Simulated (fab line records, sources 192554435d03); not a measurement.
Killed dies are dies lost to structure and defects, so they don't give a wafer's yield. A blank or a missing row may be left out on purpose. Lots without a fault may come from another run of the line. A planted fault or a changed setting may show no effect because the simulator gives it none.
Chamber matching | flow n5_finfet | N5_GATE_CUT_CMP_23 on cmp-01: 4 sister chambers
The step polishes, stops on SiO2, t overpolish 23.4 s, target thk 16 nm. 4 wafers are shown with their chamber, then 7 later ones without.

WAFERS WITH THEIR CHAMBER
wafer  | chamber | motor_current_A (A)
L086.3 | 0       | 7.9
L087.4 | 3       | 10.0
L094.2 | 1       | 7.6
L094.3 | 2       | 9.8

WAFERS WITHOUT THEIR CHAMBER
wafer  | motor_current_A (A)
L094.5 | 9.6
L095.1 | 7.7
L095.4 | 9.7
L095.6 | 8.0
L097.2 | 10.3
L097.5 | 10.7
L097.6 | 10.3

WHICH CHAMBER EACH WENT THROUGH
wafer  | from the rows above     | in truth
L094.5 | can't be placed: 2 or 3 | 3
L095.1 | can't be placed: 1 or 0 | 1
L095.4 | can't be placed: 2 or 3 | 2
L095.6 | can't be placed: 0 or 1 | 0
L097.2 | can't be placed: 3 or 2 | 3
L097.5 | can't be placed: 3 or 2 | 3
L097.6 | can't be placed: 3 or 2 | 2
Placed correctly: 0 of 7. Can't be placed from these rows: 7 (the true chamber is among the candidates in 7). Placed wrongly: 0.
How it was worked out, from the rows above alone: a wafer's distance from a chamber is the root of the sum, over the readings, of the square of ((its reading less the chamber's mean) divided by the reading's scatter). The wafer belongs to the nearest chamber; if the next one is less than 2 further off, it can't be placed. A chamber's mean is the mean of its shown wafers. The scatter: with one shown wafer a chamber, the root of the mean of the squares of how far each hidden wafer lies from its nearest shown one.
